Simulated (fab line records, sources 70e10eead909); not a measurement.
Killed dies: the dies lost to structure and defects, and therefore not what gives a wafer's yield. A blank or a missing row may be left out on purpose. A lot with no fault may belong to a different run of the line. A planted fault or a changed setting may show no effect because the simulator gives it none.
fab line records	flow nand_harc	part 1 of 2: steps 1 to 33 of 45
[record] lots = 5	wafers = 15	last_day = 33
route steps=1302 shown P_GATE@170
lots that met no fault: from a run of the same line without faults
start_h: hours from the record's first day to the start of the lot's first wafer shown	wait_h: time in hours since the lot's previous step	" identical to the entry in the row above	L1.1+2: several wafers, shown together as one row	- no value, or no start was given	* or withheld: withheld	< > ~ a bound
route shown NAME@n: a module of which the file shows steps, and the number in the route of the first	usual: mean/standard deviation of fault-free wafers	same: alike in all rows	chamber/n: place in a boat	sites: the reading at each site	_std_site: how widely they spread, as a standard deviation	_edge_site: mean of outer sites minus mean of inner sites	radius_mm: for every site, how far away it sits from the centre of the wafer	mask NAME#n: copy n	behind: the last tool/chamber to shape the wafer	hold: cause of the lot's hold/its duration in hours/its outcome	device: names the non-switching transistor (n, p or np)	end of line: the route-end tests of the same wafers	where a step has no rows: the recipe by itself	killed: dies lost to structure and defects at the first sort, not the wafer's yield	map: the dies of a wafer, with x for killed, . for not killed, _ for no die there
set.NAME: the setting as run; set.NAME@STEP: as run at that earlier step	model.NAME: the simulator's own value behind a step, which no gauge read
lots at selected steps of the route; one table per step, one row per wafer
services: from which hour (start_h, from the record's first day; less than 0 if before it) a tool's chamber was out of use, for how many hours, and why
[[steps]]
[step NHARC_P_GATE_CD_MEAS_46]
[recipe] target_cd_nm = 720	landing_energy_ev = 500
[usual] cd_nm = 718.8/1.4
lot.wafer	tool	chamber	start_h	wait_h	cd_nm
L074.1	cd_sem-03	0	118.88	-	719.0
L074.3	"	0	"	"	720.4
L074.4	"	0	"	"	718.6
L086.2	cd_sem-03	0	232.69	-	718.9
L086.4	"	0	"	"	719.7
L086.5	"	0	"	"	717.8
L089.1	cd_sem-01	0	252.41	-	718.8
L089.5	"	0	"	"	718.8
L089.6	"	0	"	"	718.8
L096.2	cd_sem-03	0	329.65	-	720.7
L096.4	"	0	"	"	720.4
L096.6	"	0	"	"	720.8
L097.1	cd_sem-01	0	337.88	-	718.7
L097.3	"	0	"	"	718.9
L097.5	"	0	"	"	721.1
[step NHARC_P_GATE_HARDBAKE_47]
[recipe] temp_c = 125	time_s = 80
lot.wafer	tool	chamber	start_h	wait_h
L074.1+3+4	litho_track-03	0	118.96	-
L086.2+4+5	litho_track-03	0	232.77	-
L089.1+5+6	litho_track-02	0	252.48	-
L096.2+4+6	litho_track-07	0	329.73	-
L097.1+3+5	litho_track-07	0	337.96	-
[step NHARC_P_GATE_DESCUM_48]
[recipe] time_s = 3	o2_flow_sccm = 200	ar_flow_sccm = 0	bias_power_w = 0	chemistry = O2
[usual] drypump_motor_current_A = 5.8/0.34	oes_product_au = 0.999/0.01	rf_vpp_V = 57.8/0.9	showerhead_plenum_p_Torr = 1.92/0.08	throttle_valve_pct = 11.310/0.0094
lot.wafer	tool	chamber	start_h	wait_h	drypump_motor_current_A	oes_product_au	rf_hours_counter_h	rf_vpp_V	showerhead_plenum_p_Torr	throttle_valve_pct
L074.4	rie_diel-02	3	119.05	-	5.8	0.984	3.5	58.2	1.96	11.305
L074.3	"	0	"	"	5.8	0.998	3.6	58.4	2.03	11.296
L074.1	"	1	"	"	5.6	0.991	4.1	57.9	1.99	11.314
L086.2	rie_diel-06	0	232.88	-	6.6	0.995	6.0	57.8	1.80	11.304
L086.4	"	1	"	"	5.9	1.007	5.1	57.0	1.81	11.312
L086.5	"	3	"	"	5.4	0.991	-	58.1	1.96	11.295
L089.1	rie_diel-06	0	252.59	-	6.6	1.013	7.3	56.9	1.80	11.305
L089.6	"	2	"	"	5.9	1.020	-	56.8	1.88	11.301
L089.5	"	3	"	"	5.4	0.997	-	56.9	1.96	11.315
L096.4	rie_diel-02	1	329.83	-	5.6	0.987	6.0	59.6	1.98	11.300
L096.2	"	3	"	"	5.8	0.994	8.0	57.6	1.95	11.312
L096.6	"	0	"	"	5.8	1.005	-	58.2	2.03	11.318
L097.1	rie_diel-02	1	338.06	-	5.6	0.986	6.1	57.5	1.98	11.303
L097.3	"	3	"	"	5.8	0.983	8.2	57.0	1.95	11.308
L097.5	"	0	"	"	5.7	1.010	-	58.3	2.03	11.294
[step NHARC_P_GATE_IMPLANT_49]
[recipe] energy_kev = 30	dose_cm2 = 3e+15	tilt_deg = 7
[usual] dose_ions_cm2 = 3e+15/3.1e+12
lot.wafer	tool	chamber	start_h	wait_h	dose_ions_cm2
L074.1	implanter-01	0	119.19	0.1	3e+15
L074.3	"	0	"	"	2.999e+15
L074.4	"	0	"	"	2.996e+15
L086.2	implanter-02	0	233.03	0.1	2.998e+15
L086.4	"	0	"	"	2.997e+15
L086.5	"	0	"	"	3e+15
L089.1	implanter-02	0	252.71	0.1	3.007e+15
L089.5	"	0	"	"	2.995e+15
L089.6	"	0	"	"	3.002e+15
L096.2	implanter-02	0	329.99	0.1	3e+15
L096.4	"	0	"	"	3.005e+15
L096.6	"	0	"	"	2.998e+15
L097.1	implanter-02	0	338.19	0.1	2.998e+15
L097.3	"	0	"	"	2.999e+15
L097.5	"	0	"	"	2.998e+15
[step NHARC_P_GATE_STRIP_111]
[recipe] power_w = 1500	temp_c = 110	time_s = 250	chemistry = N2/H2
[usual] drypump_motor_current_A = 6.2/0.44	heater_power_w = 86/6.6
lot.wafer	tool	chamber	start_h	wait_h	drypump_motor_current_A	heater_power_w	rf_hours_counter_h
L074.1	plasma_asher-02	1	119.41	0.2	5.4	95	7
L074.3	"	1	"	"	5.4	95	-
L074.4	"	0	"	"	6.6	86	-
L086.2	plasma_asher-02	1	233.27	0.2	5.4	94	31
L086.4	"	0	"	"	6.6	85	-
L086.5	"	1	"	"	5.4	94	-
L089.1	plasma_asher-01	1	253.13	0.4	6.3	79	17
L089.6	"	0	"	"	6.4	87	-
L089.5	"	1	"	"	6.3	78	-
L096.2	plasma_asher-02	1	330.18	0.2	5.4	95	13
L096.4	"	1	"	"	5.4	95	-
L096.6	"	0	"	"	6.7	86	-
L097.1	plasma_asher-01	0	338.48	0.3	6.4	88	38
L097.3	"	0	"	"	6.4	90	-
L097.5	"	1	"	"	6.3	81	-
[step NHARC_P_GATE_STRIP_75]
[recipe] power_w = 1500	temp_c = 250	chemistry = O2
[usual] drypump_motor_current_A = 6.2/0.45	heater_power_w = 323/25
lot.wafer	tool	chamber	start_h	wait_h	drypump_motor_current_A	heater_power_w	rf_hours_counter_h
L074.1	plasma_asher-02	1	119.71	0.2	5.3	353	8
L074.3	"	1	"	"	5.4	350	-
L074.4	"	0	"	"	6.6	323	-
L086.2	plasma_asher-02	1	233.53	0.2	5.4	350	32
L086.4	"	0	"	"	6.6	316	-
L086.5	"	1	"	"	5.4	361	-
L089.1	plasma_asher-01	1	253.39	0.2	6.3	292	18
L089.6	"	0	"	"	6.4	334	-
L089.5	"	1	"	"	6.3	298	-
L096.2	plasma_asher-02	1	330.49	0.3	5.4	359	13
L096.4	"	1	"	"	5.4	362	-
L096.6	"	0	"	"	6.6	319	-
L097.1	plasma_asher-01	0	338.74	0.2	6.4	341	38
L097.3	"	0	"	"	6.4	339	-
L097.5	"	1	"	"	6.3	299	-
[step NHARC_P_GATE_STRIP_50]
[recipe] time_s = 900	temp_c = 130	chemistry = SPM
lot.wafer	tool	chamber	start_h	wait_h
L074.3+1+4	wet_bench-04	5,6,0	119.87	0.1
L086.5+2+4	wet_bench-01	1,3,5	233.68	0.1
L089.5+1+6	wet_bench-01	2,3,5	253.53	0.1
L096.4+2+6	wet_bench-04	3,6,0	330.63	0.1
L097.1+3+5	wet_bench-03	2,3,6	338.89	0.1
[step NHARC_P_GATE_DEHYDRATE_51]
[recipe] temp_c = 150	time_s = 120
lot.wafer	tool	chamber	start_h	wait_h
L074.1+3+4	litho_track-02	0	120.21	-
L086.2+4+5	litho_track-03	0	234.02	-
L089.1+5+6	litho_track-02	0	253.87	-
L096.2+4+6	litho_track-07	0	330.99	-
L097.1+3+5	litho_track-02	0	339.23	-
[step NHARC_P_GATE_HMDS_52]
[recipe] time_s = 30
lot.wafer	tool	chamber	start_h	wait_h
L074.1+3+4	litho_track-02	0	-	-
L086.2+4+5	litho_track-03	0	-	-
L089.1+5+6	litho_track-02	0	-	-
L096.2+4+6	litho_track-07	0	-	-
L097.1+3+5	litho_track-02	0	-	-
[step NHARC_P_GATE_COAT_53]
[recipe] spin_rpm = 3000
lot.wafer	tool	chamber	start_h	wait_h
L074.1+3+4	litho_track-02	0	-	-
L086.2+4+5	litho_track-03	0	-	-
L089.1+5+6	litho_track-02	0	-	-
L096.2+4+6	litho_track-07	0	-	-
L097.1+3+5	litho_track-02	0	-	-
[step NHARC_P_GATE_SOFTBAKE_54]
[recipe] temp_c = 122	time_s = 95
lot.wafer	tool	chamber	start_h	wait_h
L074.1+3+4	litho_track-02	0	-	-
L086.2+4+5	litho_track-03	0	-	-
L089.1+5+6	litho_track-02	0	-	-
L096.2+4+6	litho_track-07	0	-	-
L097.1+3+5	litho_track-02	0	-	-
[step NHARC_P_GATE_EBR_55]
lot.wafer	tool	chamber	start_h	wait_h
L074.1+3+4	litho_track-02	0	-	-
L086.2+4+5	litho_track-03	0	-	-
L089.1+5+6	litho_track-02	0	-	-
L096.2+4+6	litho_track-07	0	-	-
L097.1+3+5	litho_track-02	0	-	-
[step NHARC_P_GATE_EXPOSE_56]
[recipe] na = 0.6	target_cd_nm = 720	dose_mj = 14.81	mask_id = P_PSD
lot.wafer	tool	chamber	start_h	wait_h	mask
L074.1+3+4	krf_scanner-03	0	120.35	-	P_PSD#0
L086.2+4+5	krf_scanner-01	0	234.17	-	P_PSD#0
L089.1+5+6	krf_scanner-03	0	254.14	-	P_PSD#0
L096.2+4+6	krf_scanner-02	0	331.14	-	P_PSD#0
L097.1+3+5	krf_scanner-01	0	339.50	-	P_PSD#0
[step NHARC_P_GATE_PEB_57]
[recipe] peb_temp_c = 118	peb_time_s = 85
lot.wafer	tool	chamber	start_h	wait_h
L074.1+3+4	litho_track-03	0	120.42	0.1
L086.2+4+5	litho_track-02	0	234.23	0.1
L089.1+5+6	litho_track-02	0	254.21	0.1
L096.2+4+6	litho_track-07	0	331.20	0.1
L097.1+3+5	litho_track-02	0	339.56	0.1
[step NHARC_P_GATE_DEVELOP_58]
[recipe] time_s = 70
lot.wafer	tool	chamber	start_h	wait_h
L074.1+3+4	litho_track-03	0	-	-
L086.2+4+5	litho_track-02	0	-	-
L089.1+5+6	litho_track-02	0	-	-
L096.2+4+6	litho_track-07	0	-	-
L097.1+3+5	litho_track-02	0	-	-
[step NHARC_P_GATE_CD_MEAS_59]
[recipe] target_cd_nm = 720	landing_energy_ev = 500
[usual] cd_nm = 720.6/1.9
lot.wafer	tool	chamber	start_h	wait_h	cd_nm
L074.1	cd_sem-03	0	120.51	-	718.5
L074.3	"	0	"	"	725.0
L074.4	"	0	"	"	724.2
L086.2	cd_sem-02	0	234.32	-	721.5
L086.4	"	0	"	"	725.1
L086.5	"	0	"	"	721.6
L089.1	cd_sem-03	0	254.30	-	720.7
L089.5	"	0	"	"	720.2
L089.6	"	0	"	"	719.3
L096.2	cd_sem-02	0	331.29	-	722.4
L096.4	"	0	"	"	721.5
L096.6	"	0	"	"	720.5
L097.1	cd_sem-01	0	339.65	-	722.5
L097.3	"	0	"	"	718.2
L097.5	"	0	"	"	721.4
[step NHARC_P_GATE_HARDBAKE_60]
[recipe] temp_c = 125	time_s = 80
lot.wafer	tool	chamber	start_h	wait_h
L074.1+3+4	litho_track-07	0	120.59	-
L086.2+4+5	litho_track-03	0	234.40	-
L089.1+5+6	litho_track-02	0	254.38	-
L096.2+4+6	litho_track-07	0	331.37	-
L097.1+3+5	litho_track-07	0	339.73	-
[step NHARC_P_GATE_DESCUM_61]
[recipe] time_s = 3	o2_flow_sccm = 200	ar_flow_sccm = 0	bias_power_w = 0	chemistry = O2
[usual] drypump_motor_current_A = 5.8/0.38	oes_product_au = 1.000/0.01	rf_vpp_V = 57.7/0.95	showerhead_plenum_p_Torr = 1.91/0.083	throttle_valve_pct = 11.312/0.009
lot.wafer	tool	chamber	start_h	wait_h	drypump_motor_current_A	oes_product_au	rf_hours_counter_h	rf_vpp_V	showerhead_plenum_p_Torr	throttle_valve_pct
L074.3	rie_diel-13	3	120.67	-	6.5	1.006	9	56.7	1.82	11.318
L074.1	"	2	"	"	5.4	0.997	9	57.5	2.06	11.308
L074.4	"	1	"	"	5.7	0.998	-	57.4	1.90	11.300
L086.4	rie_diel-06	2	234.50	-	5.9	1.015	8	57.7	1.88	11.317
L086.2	"	3	"	"	5.4	1.001	8	58.0	1.96	11.310
L086.5	"	0	"	"	6.6	1.002	-	58.0	1.80	11.327
L089.1	rie_diel-06	2	254.50	-	5.9	1.020	8	57.9	1.88	11.310
L089.5	"	3	"	"	5.4	1.001	-	59.0	1.96	11.301
L089.6	"	0	"	"	6.6	1.004	-	57.8	1.80	11.308
L096.2	rie_diel-06	0	331.47	-	6.6	1.019	0	59.0	1.80	11.317
L096.6	"	3	"	"	5.4	1.007	-	55.9	1.96	11.299
L096.4	"	0	"	"	6.6	1.023	-	54.8	1.80	11.326
L097.3	rie_diel-13	3	339.84	-	6.5	1.006	7	57.5	1.82	11.303
L097.1	"	0	"	"	5.2	1.002	7	58.2	1.96	11.320
L097.5	"	2	"	"	5.4	0.991	-	59.2	2.06	11.311
[step NHARC_P_GATE_IMPLANT_62]
[recipe] energy_kev = 20	dose_cm2 = 3e+15	tilt_deg = 7
[usual] dose_ions_cm2 = 3.0005e+15/2.7e+12
lot.wafer	tool	chamber	start_h	wait_h	dose_ions_cm2
L074.1	implanter-02	0	120.84	0.1	2.9995e+15
L074.3	"	0	"	"	3.0002e+15
L074.4	"	0	"	"	2.9986e+15
L086.2	implanter-02	0	234.66	0.1	3.0031e+15
L086.4	"	0	"	"	2.9971e+15
L086.5	"	0	"	"	2.9997e+15
L089.1	implanter-02	0	254.61	0.1	2.9974e+15
L089.5	"	0	"	"	2.9994e+15
L089.6	"	0	"	"	2.9994e+15
L096.2	implanter-02	0	331.65	0.2	2.9927e+15
L096.4	"	0	"	"	2.996e+15
L096.6	"	0	"	"	2.9972e+15
L097.1	implanter-02	0	339.96	0.1	2.9989e+15
L097.3	"	0	"	"	2.9985e+15
L097.5	"	0	"	"	3.0022e+15
[step NHARC_P_GATE_STRIP_112]
[recipe] power_w = 1500	temp_c = 110	time_s = 200	chemistry = N2/H2
[usual] drypump_motor_current_A = 6.1/0.52	heater_power_w = 88/6.4
lot.wafer	tool	chamber	start_h	wait_h	drypump_motor_current_A	heater_power_w	rf_hours_counter_h
L074.1	plasma_asher-01	0	121.06	0.2	6.4	90	25
L074.4	"	0	"	"	6.4	87	-
L074.3	"	1	"	"	6.3	76	-
L086.2	plasma_asher-01	0	234.85	0.2	6.4	90	13
L086.4	"	0	"	"	6.4	91	-
L086.5	"	0	"	"	6.4	91	-
L089.1	plasma_asher-01	0	254.93	0.3	6.4	90	19
L089.5	"	1	"	"	6.3	80	-
L089.6	"	0	"	"	6.4	88	-
L096.2	plasma_asher-02	0	331.89	0.2	6.7	86	13
L096.4	"	0	"	"	6.6	84	-
L096.6	"	1	"	"	5.4	96	-
L097.1	plasma_asher-01	0	340.18	0.2	6.4	91	38
L097.3	"	1	"	"	6.2	79	-
L097.5	"	1	"	"	6.2	77	-
[step NHARC_P_GATE_STRIP_76]
[recipe] power_w = 1500	temp_c = 250	chemistry = O2
[usual] drypump_motor_current_A = 6.1/0.53	heater_power_w = 330/25
lot.wafer	tool	chamber	start_h	wait_h	drypump_motor_current_A	heater_power_w	rf_hours_counter_h
L074.1	plasma_asher-01	0	121.32	0.2	6.4	318	25
L074.4	"	0	"	"	6.4	319	-
L074.3	"	1	"	"	6.2	283	-
L086.2	plasma_asher-01	0	235.11	0.2	6.4	324	14
L086.4	"	0	"	"	6.4	334	-
L086.5	"	0	"	"	6.4	347	-
L089.1	plasma_asher-01	0	255.16	0.2	6.4	333	19
L089.5	"	1	"	"	6.2	298	-
L089.6	"	0	"	"	6.4	333	-
L096.2	plasma_asher-02	0	332.12	0.2	6.6	323	13
L096.4	"	0	"	"	6.6	325	-
L096.6	"	1	"	"	5.4	374	-
L097.1	plasma_asher-01	0	340.44	0.2	6.4	328	39
L097.3	"	1	"	"	6.2	301	-
L097.5	"	1	"	"	6.3	290	-
[step NHARC_P_GATE_STRIP_63]
[recipe] time_s = 900	temp_c = 130	chemistry = SPM
lot.wafer	tool	chamber	start_h	wait_h
L074.3+4+1	wet_bench-01	3,4,5	121.49	0.1
L086.4+5+2	wet_bench-03	0,2,3	235.25	0.1
L089.5+6+1	wet_bench-04	4,5,0	255.29	0.1
L096.2+4+6	wet_bench-03	6,7,0	332.25	0.1
L097.5+3+1	wet_bench-01	3,6,7	340.59	0.1
[step NHARC_P_GATE_DEHYDRATE_83]
[recipe] temp_c = 150	time_s = 120
lot.wafer	tool	chamber	start_h	wait_h
L074.1+3+4	litho_track-02	0	121.81	-
L086.2+4+5	litho_track-03	0	235.61	-
L089.1+5+6	litho_track-03	0	255.64	-
L096.2+4+6	litho_track-03	0	332.60	-
L097.1+3+5	litho_track-07	0	340.93	-
[step NHARC_P_GATE_HMDS_84]
[recipe] time_s = 30
lot.wafer	tool	chamber	start_h	wait_h
L074.1+3+4	litho_track-02	0	-	-
L086.2+4+5	litho_track-03	0	-	-
L089.1+5+6	litho_track-03	0	-	-
L096.2+4+6	litho_track-03	0	-	-
L097.1+3+5	litho_track-07	0	-	-
[step NHARC_P_GATE_COAT_85]
[recipe] spin_rpm = 3000
lot.wafer	tool	chamber	start_h	wait_h
L074.1+3+4	litho_track-02	0	-	-
L086.2+4+5	litho_track-03	0	-	-
L089.1+5+6	litho_track-03	0	-	-
L096.2+4+6	litho_track-03	0	-	-
L097.1+3+5	litho_track-07	0	-	-
[step NHARC_P_GATE_SOFTBAKE_86]
[recipe] temp_c = 122	time_s = 95
lot.wafer	tool	chamber	start_h	wait_h
L074.1+3+4	litho_track-02	0	-	-
L086.2+4+5	litho_track-03	0	-	-
L089.1+5+6	litho_track-03	0	-	-
L096.2+4+6	litho_track-03	0	-	-
L097.1+3+5	litho_track-07	0	-	-
[step NHARC_P_GATE_EBR_87]
lot.wafer	tool	chamber	start_h	wait_h
L074.1+3+4	litho_track-02	0	-	-
L086.2+4+5	litho_track-03	0	-	-
L089.1+5+6	litho_track-03	0	-	-
L096.2+4+6	litho_track-03	0	-	-
L097.1+3+5	litho_track-07	0	-	-
[step NHARC_P_GATE_EXPOSE_88]
[recipe] na = 0.6	target_cd_nm = 2000	dose_mj = 11.87	mask_id = P_HVN
lot.wafer	tool	chamber	start_h	wait_h	mask
L074.1+3+4	krf_scanner-01	0	121.96	-	P_HVN#0
L086.2+4+5	krf_scanner-03	0	235.88	-	P_HVN#0
L089.1+5+6	krf_scanner-03	0	255.91	-	P_HVN#0
L096.2+4+6	krf_scanner-02	0	332.75	-	P_HVN#0
L097.1+3+5	krf_scanner-02	0	341.07	-	P_HVN#0
[step NHARC_P_GATE_PEB_89]
[recipe] peb_temp_c = 118	peb_time_s = 85
lot.wafer	tool	chamber	start_h	wait_h
L074.1+3+4	litho_track-03	0	122.03	0.1
L086.2+4+5	litho_track-03	0	235.94	0.1
L089.1+5+6	litho_track-03	0	255.98	0.1
L096.2+4+6	litho_track-02	0	332.81	0.1
L097.1+3+5	litho_track-02	0	341.14	0.1
[step NHARC_P_GATE_DEVELOP_90]
[recipe] time_s = 70
lot.wafer	tool	chamber	start_h	wait_h
L074.1+3+4	litho_track-03	0	-	-
L086.2+4+5	litho_track-03	0	-	-
L089.1+5+6	litho_track-03	0	-	-
L096.2+4+6	litho_track-02	0	-	-
L097.1+3+5	litho_track-02	0	-	-
[step NHARC_P_GATE_CD_MEAS_91]
[recipe] target_cd_nm = 2000	landing_energy_ev = 500
[usual] cd_nm = 1998.8/1.9
lot.wafer	tool	chamber	start_h	wait_h	cd_nm
L074.1	cd_sem-02	0	122.12	-	1998.0
L074.3	"	0	"	"	1997.0
L074.4	"	0	"	"	1997.2
L086.2	cd_sem-01	0	236.04	-	1995.4
L086.4	"	0	"	"	1997.2
L086.5	"	0	"	"	1997.9
L089.1	cd_sem-02	0	256.07	-	1999.3
L089.5	"	0	"	"	1998.2
L089.6	"	0	"	"	1997.2
L096.2	cd_sem-03	0	332.91	-	1999.7
L096.4	"	0	"	"	1997.5
L096.6	"	0	"	"	1998.4
L097.1	cd_sem-02	0	341.23	-	2001.4
L097.3	"	0	"	"	2002.1
L097.5	"	0	"	"	2000.0
[step NHARC_P_GATE_HARDBAKE_92]
[recipe] temp_c = 125	time_s = 80
lot.wafer	tool	chamber	start_h	wait_h
L074.1+3+4	litho_track-02	0	122.19	-
L086.2+4+5	litho_track-02	0	236.12	-
L089.1+5+6	litho_track-03	0	256.15	-
L096.2+4+6	litho_track-03	0	332.99	-
L097.1+3+5	litho_track-07	0	341.31	-
[step NHARC_P_GATE_DESCUM_93]
[recipe] time_s = 3	o2_flow_sccm = 200	ar_flow_sccm = 0	bias_power_w = 0	chemistry = O2
[usual] drypump_motor_current_A = 5.8/0.36	oes_product_au = 0.997/0.01	rf_vpp_V = 57.9/0.9	showerhead_plenum_p_Torr = 1.92/0.079	throttle_valve_pct = 11.311/0.0097
lot.wafer	tool	chamber	start_h	wait_h	drypump_motor_current_A	oes_product_au	rf_hours_counter_h	rf_vpp_V	showerhead_plenum_p_Torr	throttle_valve_pct
L074.3	rie_diel-13	0	122.27	-	5.2	0.993	7.8	57.4	1.96	11.320
L074.1	"	2	"	"	5.4	0.981	9.3	56.9	2.06	11.303
L074.4	"	3	"	"	6.5	1.010	8.9	57.6	1.82	11.309
L086.4	rie_diel-02	2	236.21	-	5.9	0.996	1.9	57.3	1.84	11.312
L086.2	"	0	"	"	5.7	0.998	1.9	59.4	2.03	11.313
L086.5	"	1	"	"	5.6	0.984	-	59.7	1.98	11.311
L089.1	rie_diel-06	0	256.25	-	6.6	0.991	8.1	57.3	1.80	11.314
L089.5	"	2	"	"	5.9	1.002	-	58.6	1.88	11.320
L089.6	"	3	"	"	5.4	0.992	-	57.9	1.96	11.296
L096.2	rie_diel-02	1	333.08	-	5.6	0.973	6.0	57.1	1.98	11.321
L096.4	"	2	"	"	5.9	0.987	7.7	58.0	1.84	11.323
L096.6	"	0	"	"	5.8	1.005	-	60.2	2.03	11.307
L097.3	rie_diel-13	0	341.40	-	5.3	0.980	7.4	59.0	1.96	11.312
L097.1	"	2	"	"	5.4	0.984	5.2	57.8	2.06	11.321
L097.5	"	3	"	"	6.5	1.006	-	55.7	1.82	11.314
